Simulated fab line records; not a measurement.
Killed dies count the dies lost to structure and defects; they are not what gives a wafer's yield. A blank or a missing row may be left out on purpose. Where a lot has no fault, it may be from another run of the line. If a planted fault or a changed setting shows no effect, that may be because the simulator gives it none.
Which tool was responsible? | flow nand_harc | 15 lots with 45 wafers sampled at 3 steps, on a route of 1159 steps

## WHAT EACH GAUGE READ, for each wafer
NHARC_P_BONDPAD_INSPECT_23. Usual: raw_defect_count 345, standard deviation 120.
lot  | measured     | on                | raw_defect_count | flag
L813 | day 6 01:46  | defect_inspect-01 | 464 595 342      |
L814 | day 6 21:10  | defect_inspect-01 | 772 359 333      |
L815 | day 7 11:51  | defect_inspect-02 | 320 293 215      |
L816 | day 7 12:08  | defect_inspect-01 | 302 422 291      |
L818 | day 7 21:26  | defect_inspect-01 | 199 222 354      |
L821 | day 8 06:41  | defect_inspect-02 | 376 379 297      |
L824 | day 9 00:24  | defect_inspect-01 | 289 509 221      |
L826 | day 9 12:29  | defect_inspect-01 | 416 271 411      |
L827 | day 10 00:35 | defect_inspect-02 | 313 333 280      |
L829 | day 10 19:41 | defect_inspect-01 | 566 390 801      |
L830 | day 10 19:55 | defect_inspect-01 | 429 227 359      |
L831 | day 11 01:41 | defect_inspect-01 | 284 256 242      |
L833 | day 11 12:11 | defect_inspect-02 | 295 251 369      |
L835 | day 12 00:56 | defect_inspect-01 | 327 341 660      |
L834 | day 12 02:14 | defect_inspect-01 | 443 688 263      |

NHARC_A_ONON_D1_THK_MEAS_18: measures by ellipsometry. Usual: thk_nm 998 nm, standard deviation 6.8.
lot  | measured     | on            | thk_nm (nm)    | flag
L813 | day 7 10:05  | film_metro-01 | 1003 1004 1006 |
L814 | day 8 06:53  | film_metro-01 | 1011 1011 1013 |
L815 | day 8 20:43  | film_metro-02 | 997 998 996    |
L816 | day 8 20:43  | film_metro-01 | 1006 1007 1007 |
L818 | day 9 08:55  | film_metro-02 | 992 994 994    |
L821 | day 9 16:56  | film_metro-02 | 1000 1002 1000 |
L824 | day 10 14:46 | film_metro-01 | 995 996 997    |
L826 | day 10 23:59 | film_metro-01 | 1038 1038 1040 | OFF
L827 | day 11 10:52 | film_metro-02 | 1044 1044 1042 | OFF
L829 | day 12 09:40 | film_metro-01 | 992 993 991    |
L830 | day 12 10:01 | film_metro-01 | 1049 1049 1048 | OFF
L831 | day 12 09:40 | film_metro-02 | 1004 1002 1003 |
L833 | day 12 23:32 | film_metro-01 | 1004 1005 1004 |
L835 | day 13 11:12 | film_metro-02 | 999 999 999    |
L834 | day 13 10:51 | film_metro-01 | 1010 1007 1009 |

## WHICH TOOL RAN EACH LOT (tool, then ch and the chambers of the sampled wafers, then the start)
lot  | NHARC_A_ONON_D1_DEP_16
L813 | pecvd_onon-01 ch 0, day 7 09:35
L814 | pecvd_onon-02 ch 0, day 8 06:22
L815 | pecvd_onon-01 ch 0, day 8 20:15
L816 | pecvd_onon-04 ch 0, day 8 20:11
L818 | pecvd_onon-02 ch 0, day 9 08:31
L821 | pecvd_onon-01 ch 0, day 9 16:29
L824 | pecvd_onon-04 ch 0, day 10 14:19
L826 | pecvd_onon-01 ch 0, day 10 23:28
L827 | pecvd_onon-01 ch 0, day 11 10:22
L829 | pecvd_onon-02 ch 0, day 12 09:20
L830 | pecvd_onon-01 ch 0, day 12 09:34
L831 | pecvd_onon-04 ch 0, day 12 09:20
L833 | pecvd_onon-04 ch 0, day 12 23:01
L835 | pecvd_onon-04 ch 0, day 13 10:41
L834 | pecvd_onon-04 ch 0, day 13 10:28
- NHARC_A_ONON_D1_DEP_16: target thk 1000 nm.

## AS READ BY THE TOOLS THEMSELVES (means over the sampled wafers that have a number; for cases with no such wafer, the mark the record gives instead)
NHARC_A_ONON_D1_DEP_16. Usual: n2_flow_sccm 2749 sccm, standard deviation 8.3.
lot  | tool          | n2_flow_sccm (sccm) | flag
L813 | pecvd_onon-01 | 2754                |
L814 | pecvd_onon-02 | 2747                |
L815 | pecvd_onon-01 | 2743                |
L816 | pecvd_onon-04 | 2750                |
L818 | pecvd_onon-02 | 2745                |
L821 | pecvd_onon-01 | 2753                |
L824 | pecvd_onon-04 | 2758                |
L826 | pecvd_onon-01 | 2750                |
L827 | pecvd_onon-01 | 2739                |
L829 | pecvd_onon-02 | 2738                |
L830 | pecvd_onon-01 | 2758                |
L831 | pecvd_onon-04 | 2735                |
L833 | pecvd_onon-04 | 2760                |
L835 | pecvd_onon-04 | 2750                |
L834 | pecvd_onon-04 | 2749                |

## THE ANSWER, worked out from the rows above alone
Rule: a lot counts as off when the mean over its wafers that have a number is more than 3 standard deviations away from the usual mean. A lot without any number at a reading at which 4 lots or more have one is off too. Any other lot the step has rows for is counted as sound. The gauges are gone through in route order, then the tools' own readings, and for those a lot's mean is taken as printed above. The first step at which some lot is off is used, and at that step the reading that is off furthest; a lot without a number counts as furthest.
Off at NHARC_A_ONON_D1_THK_MEAS_18 (thk_nm): L826, L827, L830.
A tool fits if, at a process step before that reading, it ran every lot that is off, and no sound lot after the first of them. Gauges at NHARC_A_ONON_D1_THK_MEAS_18: tried the same way as those tools. One fits: NHARC_A_ONON_D1_DEP_16 on pecvd_onon-01. A fault onset in the window from L821 (day 9 16:29, its last sound lot) to L826 (day 10 23:28, its first lot off) fits.

## WHAT WAS PUT IN BY THE SIMULATOR
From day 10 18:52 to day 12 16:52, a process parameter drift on pecvd_onon-01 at NHARC_A_ONON_D1_DEP_16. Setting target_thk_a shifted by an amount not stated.
Shown lots that were struck: L826, L827, L830. Same finding as the rule above.
